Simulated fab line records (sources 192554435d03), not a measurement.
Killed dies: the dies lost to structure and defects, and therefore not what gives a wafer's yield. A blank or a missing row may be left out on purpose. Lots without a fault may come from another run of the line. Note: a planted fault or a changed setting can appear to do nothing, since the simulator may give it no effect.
Which tool is to blame? / flow n5_finfet / 63 wafers from 21 lots sampled at 3 of the route's 1938 steps

WHAT EACH GAUGE READ, for each wafer
N5_BEOL_M12_INSPECT_55: inspects for defects (darkfield).
lot=L075; measured=day 10 23:00; on=defect_inspect-02; raw_defect_count=57 75 51
lot=L074; measured=day 11 03:04; on=defect_inspect-02; raw_defect_count=88 58 74
lot=L076; measured=day 11 09:23; on=defect_inspect-01; raw_defect_count=53 87 67
lot=L078; measured=day 11 12:14; on=defect_inspect-01; raw_defect_count=119 72 132
lot=L077; measured=day 11 15:16; on=defect_inspect-01; raw_defect_count=72 43 51
lot=L080; measured=day 11 21:20; on=defect_inspect-01; raw_defect_count=48 35 66
lot=L079; measured=day 11 23:56; on=defect_inspect-02; raw_defect_count=91 79 101
lot=L081; measured=day 12 00:23; on=defect_inspect-02; raw_defect_count=57 70 54
lot=L083; measured=day 12 18:34; on=defect_inspect-01; raw_defect_count=43 73 83
lot=L082; measured=day 12 19:55; on=defect_inspect-01; raw_defect_count=62 83 60
lot=L086; measured=day 13 05:38; on=defect_inspect-02; raw_defect_count=59 28 68
lot=L089; measured=day 13 23:37; on=defect_inspect-02; raw_defect_count=59 59 70
lot=L088; measured=day 14 12:50; on=defect_inspect-02; raw_defect_count=40 91 57
lot=L090; measured=day 14 20:23; on=defect_inspect-01; raw_defect_count=84 84 74
lot=L091; measured=day 14 20:58; on=defect_inspect-01; raw_defect_count=71 53 63
lot=L093; measured=day 15 06:45; on=defect_inspect-01; raw_defect_count=80 115 105
lot=L092; measured=day 15 09:34; on=defect_inspect-01; raw_defect_count=67 40 68
lot=L095; measured=day 15 14:40; on=defect_inspect-01; raw_defect_count=56 98 46
lot=L094; measured=day 15 17:21; on=defect_inspect-01; raw_defect_count=67 55 78
lot=L096; measured=day 16 02:26; on=defect_inspect-01; raw_defect_count=69 43 66
lot=L097; measured=day 16 19:49; on=defect_inspect-01; raw_defect_count=49 33 50

WHAT TOOL EACH LOT RAN ON (gives the tool, then ch and the chambers of the sampled wafers, and finally the start)
lot=L075; N5_BEOL_M12_ETCH_68=rie_diel-05 ch 0,2,3, day 10 20:08; N5_BEOL_M12_TRENCH_ETCH_34=rie_diel-05 ch 0,2,3, day 10 20:17
lot=L074; N5_BEOL_M12_ETCH_68=rie_diel-01 ch 0,1,3, day 10 20:47; N5_BEOL_M12_TRENCH_ETCH_34=rie_diel-01 ch 0,1,3, day 10 20:58
lot=L076; N5_BEOL_M12_ETCH_68=rie_diel-05 ch 0,1,3, day 11 07:25; N5_BEOL_M12_TRENCH_ETCH_34=rie_diel-05 ch 0,1,3, day 11 07:36
lot=L078; N5_BEOL_M12_ETCH_68=rie_diel-05 ch 0,2,3, day 11 10:07; N5_BEOL_M12_TRENCH_ETCH_34=rie_diel-05 ch 0,2,3, day 11 10:17
lot=L077; N5_BEOL_M12_ETCH_68=rie_diel-04 ch 0,1,3, day 11 13:21; N5_BEOL_M12_TRENCH_ETCH_34=rie_diel-04 ch 0,1,3, day 11 13:32
lot=L080; N5_BEOL_M12_ETCH_68=rie_diel-04 ch 1,2,3, day 11 17:28; N5_BEOL_M12_TRENCH_ETCH_34=rie_diel-04 ch 1,2,3, day 11 17:38
lot=L079; N5_BEOL_M12_ETCH_68=rie_diel-05 ch 0,2,3, day 11 20:27; N5_BEOL_M12_TRENCH_ETCH_34=rie_diel-05 ch 0,2,3, day 11 20:38
lot=L081; N5_BEOL_M12_ETCH_68=rie_diel-01 ch 0,3, day 11 21:52; N5_BEOL_M12_TRENCH_ETCH_34=rie_diel-01 ch 0,3, day 11 22:04
lot=L083; N5_BEOL_M12_ETCH_68=rie_diel-05 ch 0,2,3, day 12 15:38; N5_BEOL_M12_TRENCH_ETCH_34=rie_diel-05 ch 0,2,3, day 12 15:49
lot=L082; N5_BEOL_M12_ETCH_68=rie_diel-01 ch 2,3, day 12 15:41; N5_BEOL_M12_TRENCH_ETCH_34=rie_diel-01 ch 2,3, day 12 15:52
lot=L086; N5_BEOL_M12_ETCH_68=rie_diel-05 ch 0,2,3, day 13 01:47; N5_BEOL_M12_TRENCH_ETCH_34=rie_diel-05 ch 0,2,3, day 13 01:58
lot=L089; N5_BEOL_M12_ETCH_68=rie_diel-01 ch 0,1,3, day 13 20:59; N5_BEOL_M12_TRENCH_ETCH_34=rie_diel-01 ch 0,1,3, day 13 21:10
lot=L088; N5_BEOL_M12_ETCH_68=rie_diel-05 ch 2,3, day 14 05:32; N5_BEOL_M12_TRENCH_ETCH_34=rie_diel-05 ch 2,3, day 14 05:43
lot=L090; N5_BEOL_M12_ETCH_68=rie_diel-01 ch 1,3, day 14 14:56; N5_BEOL_M12_TRENCH_ETCH_34=rie_diel-01 ch 1,3, day 14 15:07
lot=L091; N5_BEOL_M12_ETCH_68=rie_diel-05 ch 0,3, day 14 15:13; N5_BEOL_M12_TRENCH_ETCH_34=rie_diel-05 ch 0,3, day 14 15:24
lot=L093; N5_BEOL_M12_ETCH_68=rie_diel-05 ch 0,1,3, day 15 02:44; N5_BEOL_M12_TRENCH_ETCH_34=rie_diel-05 ch 0,1,3, day 15 02:55
lot=L092; N5_BEOL_M12_ETCH_68=rie_diel-05 ch 0,1,3, day 15 05:38; N5_BEOL_M12_TRENCH_ETCH_34=rie_diel-05 ch 0,1,3, day 15 05:49
lot=L095; N5_BEOL_M12_ETCH_68=rie_diel-01 ch 2,3, day 15 12:01; N5_BEOL_M12_TRENCH_ETCH_34=rie_diel-01 ch 2,3, day 15 12:11
lot=L094; N5_BEOL_M12_ETCH_68=rie_diel-04 ch 1,2, day 15 15:23; N5_BEOL_M12_TRENCH_ETCH_34=rie_diel-04 ch 1,2, day 15 15:34
lot=L096; N5_BEOL_M12_ETCH_68=rie_diel-04 ch 0,3, day 15 22:11; N5_BEOL_M12_TRENCH_ETCH_34=rie_diel-04 ch 0,3, day 15 22:22
lot=L097; N5_BEOL_M12_ETCH_68=rie_diel-05 ch 0,1, day 16 14:22; N5_BEOL_M12_TRENCH_ETCH_34=rie_diel-05 ch 0,1, day 16 14:33
- N5_BEOL_M12_ETCH_68: etches SOC in N2/H2, time 285 s.
- N5_BEOL_M12_TRENCH_ETCH_34: etches SiOC in C4F8/O2/Ar, target depth 318.95 nm, time 125.5 s.

AS READ BY THE TOOLS THEMSELVES (means over the sampled wafers that have a number; for cases with no such wafer, the mark the record gives instead)
N5_BEOL_M12_ETCH_68.
lot=L075; tool=rie_diel-05; drypump_motor_current_A (A)=5.6; oes_product_au (a.u.)=0.81; rf_vpp_V (V)=522.3; showerhead_plenum_p_Torr (Torr)=2.49; throttle_valve_pct (%)=17.95
lot=L074; tool=rie_diel-01; drypump_motor_current_A (A)=6.0; oes_product_au (a.u.)=0.74; rf_vpp_V (V)=523.7; showerhead_plenum_p_Torr (Torr)=2.54; throttle_valve_pct (%)=18.14
lot=L076; tool=rie_diel-05; drypump_motor_current_A (A)=5.3; oes_product_au (a.u.)=0.86; rf_vpp_V (V)=521.8; showerhead_plenum_p_Torr (Torr)=2.46; throttle_valve_pct (%)=17.64
lot=L078; tool=rie_diel-05; drypump_motor_current_A (A)=5.6; oes_product_au (a.u.)=0.80; rf_vpp_V (V)=523.0; showerhead_plenum_p_Torr (Torr)=2.49; throttle_valve_pct (%)=17.97
lot=L077; tool=rie_diel-04; drypump_motor_current_A (A)=5.8; oes_product_au (a.u.)=0.82; rf_vpp_V (V)=522.8; showerhead_plenum_p_Torr (Torr)=2.50; throttle_valve_pct (%)=17.74
lot=L080; tool=rie_diel-04; drypump_motor_current_A (A)=5.6; oes_product_au (a.u.)=0.86; rf_vpp_V (V)=522.0; showerhead_plenum_p_Torr (Torr)=2.52; throttle_valve_pct (%)=17.65
lot=L079; tool=rie_diel-05; drypump_motor_current_A (A)=5.6; oes_product_au (a.u.)=0.80; rf_vpp_V (V)=522.5; showerhead_plenum_p_Torr (Torr)=2.49; throttle_valve_pct (%)=17.98
lot=L081; tool=rie_diel-01; drypump_motor_current_A (A)=6.2; oes_product_au (a.u.)=0.77; rf_vpp_V (V)=523.2; showerhead_plenum_p_Torr (Torr)=2.56; throttle_valve_pct (%)=17.94
lot=L083; tool=rie_diel-05; drypump_motor_current_A (A)=5.6; oes_product_au (a.u.)=0.80; rf_vpp_V (V)=521.4; showerhead_plenum_p_Torr (Torr)=2.49; throttle_valve_pct (%)=18.00
lot=L082; tool=rie_diel-01; drypump_motor_current_A (A)=5.8; oes_product_au (a.u.)=0.76; rf_vpp_V (V)=525.4; showerhead_plenum_p_Torr (Torr)=2.57; throttle_valve_pct (%)=17.92
lot=L086; tool=rie_diel-05; drypump_motor_current_A (A)=5.6; oes_product_au (a.u.)=0.78; rf_vpp_V (V)=521.9; showerhead_plenum_p_Torr (Torr)=2.48; throttle_valve_pct (%)=17.99
lot=L089; tool=rie_diel-01; drypump_motor_current_A (A)=6.0; oes_product_au (a.u.)=0.82; rf_vpp_V (V)=523.1; showerhead_plenum_p_Torr (Torr)=2.54; throttle_valve_pct (%)=18.01
lot=L088; tool=rie_diel-05; drypump_motor_current_A (A)=5.6; oes_product_au (a.u.)=0.80; rf_vpp_V (V)=521.9; showerhead_plenum_p_Torr (Torr)=2.48; throttle_valve_pct (%)=18.00
lot=L090; tool=rie_diel-01; drypump_motor_current_A (A)=5.9; oes_product_au (a.u.)=0.82; rf_vpp_V (V)=523.4; showerhead_plenum_p_Torr (Torr)=2.52; throttle_valve_pct (%)=17.98
lot=L091; tool=rie_diel-05; drypump_motor_current_A (A)=5.1; oes_product_au (a.u.)=0.82; rf_vpp_V (V)=521.7; showerhead_plenum_p_Torr (Torr)=2.45; throttle_valve_pct (%)=17.74
lot=L093; tool=rie_diel-05; drypump_motor_current_A (A)=5.3; oes_product_au (a.u.)=0.81; rf_vpp_V (V)=521.9; showerhead_plenum_p_Torr (Torr)=2.44; throttle_valve_pct (%)=17.69
lot=L092; tool=rie_diel-05; drypump_motor_current_A (A)=5.3; oes_product_au (a.u.)=0.82; rf_vpp_V (V)=522.0; showerhead_plenum_p_Torr (Torr)=2.44; throttle_valve_pct (%)=17.69
lot=L095; tool=rie_diel-01; drypump_motor_current_A (A)=5.5; oes_product_au (a.u.)=0.72; rf_vpp_V (V)=525.0; showerhead_plenum_p_Torr (Torr)=2.60; throttle_valve_pct (%)=17.99
lot=L094; tool=rie_diel-04; drypump_motor_current_A (A)=5.4; oes_product_au (a.u.)=0.82; rf_vpp_V (V)=521.8; showerhead_plenum_p_Torr (Torr)=2.52; throttle_valve_pct (%)=17.79
lot=L096; tool=rie_diel-04; drypump_motor_current_A (A)=6.0; oes_product_au (a.u.)=0.76; rf_vpp_V (V)=521.4; showerhead_plenum_p_Torr (Torr)=2.45; throttle_valve_pct (%)=17.85
lot=L097; tool=rie_diel-05; drypump_motor_current_A (A)=5.6; oes_product_au (a.u.)=0.78; rf_vpp_V (V)=521.4; showerhead_plenum_p_Torr (Torr)=2.43; throttle_valve_pct (%)=17.68

N5_BEOL_M12_TRENCH_ETCH_34.
lot=L075; tool=rie_diel-05; drypump_motor_current_A (A)=5.6; he_outer_torr (Torr)=30.05; oes_product_au (a.u.)=0.81; rf_vpp_V (V)=663.9; showerhead_plenum_p_Torr (Torr)=3.36; throttle_valve_pct (%)=24.41
lot=L074; tool=rie_diel-01; drypump_motor_current_A (A)=6.0; he_outer_torr (Torr)=30.00; oes_product_au (a.u.)=0.74; rf_vpp_V (V)=665.4; showerhead_plenum_p_Torr (Torr)=3.43; throttle_valve_pct (%)=24.62
lot=L076; tool=rie_diel-05; drypump_motor_current_A (A)=5.3; he_outer_torr (Torr)=30.01; oes_product_au (a.u.)=0.86; rf_vpp_V (V)=663.2; showerhead_plenum_p_Torr (Torr)=3.35; throttle_valve_pct (%)=24.29
lot=L078; tool=rie_diel-05; drypump_motor_current_A (A)=5.6; he_outer_torr (Torr)=29.94; oes_product_au (a.u.)=0.81; rf_vpp_V (V)=663.9; showerhead_plenum_p_Torr (Torr)=3.36; throttle_valve_pct (%)=24.41
lot=L077; tool=rie_diel-04; drypump_motor_current_A (A)=5.8; he_outer_torr (Torr)=30.02; oes_product_au (a.u.)=0.82; rf_vpp_V (V)=664.3; showerhead_plenum_p_Torr (Torr)=3.36; throttle_valve_pct (%)=24.15
lot=L080; tool=rie_diel-04; drypump_motor_current_A (A)=5.6; he_outer_torr (Torr)=29.98; oes_product_au (a.u.)=0.86; rf_vpp_V (V)=663.9; showerhead_plenum_p_Torr (Torr)=3.39; throttle_valve_pct (%)=24.14
lot=L079; tool=rie_diel-05; drypump_motor_current_A (A)=5.6; he_outer_torr (Torr)=30.01; oes_product_au (a.u.)=0.80; rf_vpp_V (V)=662.8; showerhead_plenum_p_Torr (Torr)=3.36; throttle_valve_pct (%)=24.42
lot=L081; tool=rie_diel-01; drypump_motor_current_A (A)=6.2; he_outer_torr (Torr)=30.01; oes_product_au (a.u.)=0.77; rf_vpp_V (V)=664.8; showerhead_plenum_p_Torr (Torr)=3.46; throttle_valve_pct (%)=24.48
lot=L083; tool=rie_diel-05; drypump_motor_current_A (A)=5.6; he_outer_torr (Torr)=30.00; oes_product_au (a.u.)=0.80; rf_vpp_V (V)=663.6; showerhead_plenum_p_Torr (Torr)=3.35; throttle_valve_pct (%)=24.43
lot=L082; tool=rie_diel-01; drypump_motor_current_A (A)=5.8; he_outer_torr (Torr)=29.97; oes_product_au (a.u.)=0.76; rf_vpp_V (V)=666.6; showerhead_plenum_p_Torr (Torr)=3.51; throttle_valve_pct (%)=24.59
lot=L086; tool=rie_diel-05; drypump_motor_current_A (A)=5.6; he_outer_torr (Torr)=29.93; oes_product_au (a.u.)=0.79; rf_vpp_V (V)=663.8; showerhead_plenum_p_Torr (Torr)=3.35; throttle_valve_pct (%)=24.44
lot=L089; tool=rie_diel-01; drypump_motor_current_A (A)=6.0; he_outer_torr (Torr)=29.91; oes_product_au (a.u.)=0.82; rf_vpp_V (V)=664.8; showerhead_plenum_p_Torr (Torr)=3.42; throttle_valve_pct (%)=24.52
lot=L088; tool=rie_diel-05; drypump_motor_current_A (A)=5.6; he_outer_torr (Torr)=30.02; oes_product_au (a.u.)=0.80; rf_vpp_V (V)=664.5; showerhead_plenum_p_Torr (Torr)=3.35; throttle_valve_pct (%)=24.43
lot=L090; tool=rie_diel-01; drypump_motor_current_A (A)=5.9; he_outer_torr (Torr)=30.05; oes_product_au (a.u.)=0.82; rf_vpp_V (V)=664.8; showerhead_plenum_p_Torr (Torr)=3.42; throttle_valve_pct (%)=24.59
lot=L091; tool=rie_diel-05; drypump_motor_current_A (A)=5.1; he_outer_torr (Torr)=30.02; oes_product_au (a.u.)=0.81; rf_vpp_V (V)=662.0; showerhead_plenum_p_Torr (Torr)=3.35; throttle_valve_pct (%)=24.37
lot=L093; tool=rie_diel-05; drypump_motor_current_A (A)=5.3; he_outer_torr (Torr)=29.97; oes_product_au (a.u.)=0.82; rf_vpp_V (V)=662.4; showerhead_plenum_p_Torr (Torr)=3.34; throttle_valve_pct (%)=24.32
lot=L092; tool=rie_diel-05; drypump_motor_current_A (A)=5.3; he_outer_torr (Torr)=30.00; oes_product_au (a.u.)=0.81; rf_vpp_V (V)=662.5; showerhead_plenum_p_Torr (Torr)=3.33; throttle_valve_pct (%)=24.33
lot=L095; tool=rie_diel-01; drypump_motor_current_A (A)=5.5; he_outer_torr (Torr)=30.01; oes_product_au (a.u.)=0.72; rf_vpp_V (V)=667.7; showerhead_plenum_p_Torr (Torr)=3.53; throttle_valve_pct (%)=24.60
lot=L094; tool=rie_diel-04; drypump_motor_current_A (A)=5.4; he_outer_torr (Torr)=29.98; oes_product_au (a.u.)=0.82; rf_vpp_V (V)=664.1; showerhead_plenum_p_Torr (Torr)=3.38; throttle_valve_pct (%)=24.19
lot=L096; tool=rie_diel-04; drypump_motor_current_A (A)=6.0; he_outer_torr (Torr)=29.99; oes_product_au (a.u.)=0.76; rf_vpp_V (V)=662.5; showerhead_plenum_p_Torr (Torr)=3.27; throttle_valve_pct (%)=24.06
lot=L097; tool=rie_diel-05; drypump_motor_current_A (A)=5.6; he_outer_torr (Torr)=30.05; oes_product_au (a.u.)=0.79; rf_vpp_V (V)=663.2; showerhead_plenum_p_Torr (Torr)=3.31; throttle_valve_pct (%)=24.30

THE ANSWER, worked out from the rows above alone
Rule: usual is defined by the lots themselves. Put in order of their means at a reading, lots are off if they are a third of the lots or fewer, leave a main group of 4 or more, and stand apart from it by a gap of 3 or more times the standard deviation of the main group's means; of several such gaps the widest counts. The tables above print the reading to a certain number of digits; a main group whose means all agree to those digits is not used. A lot without any number at a reading at which 4 lots or more have one is off too. The other lots that the step has rows for count as sound. The gauges are gone through in route order, then the tools' own readings, and for those a lot's mean is taken as printed above. At the first step where some lot is off, the reading lying furthest off is the one used; lots without a number count as furthest.
No lot is off on any of the readings shown, so nothing can be concluded from this.

WHAT WAS PUT IN BY THE SIMULATOR
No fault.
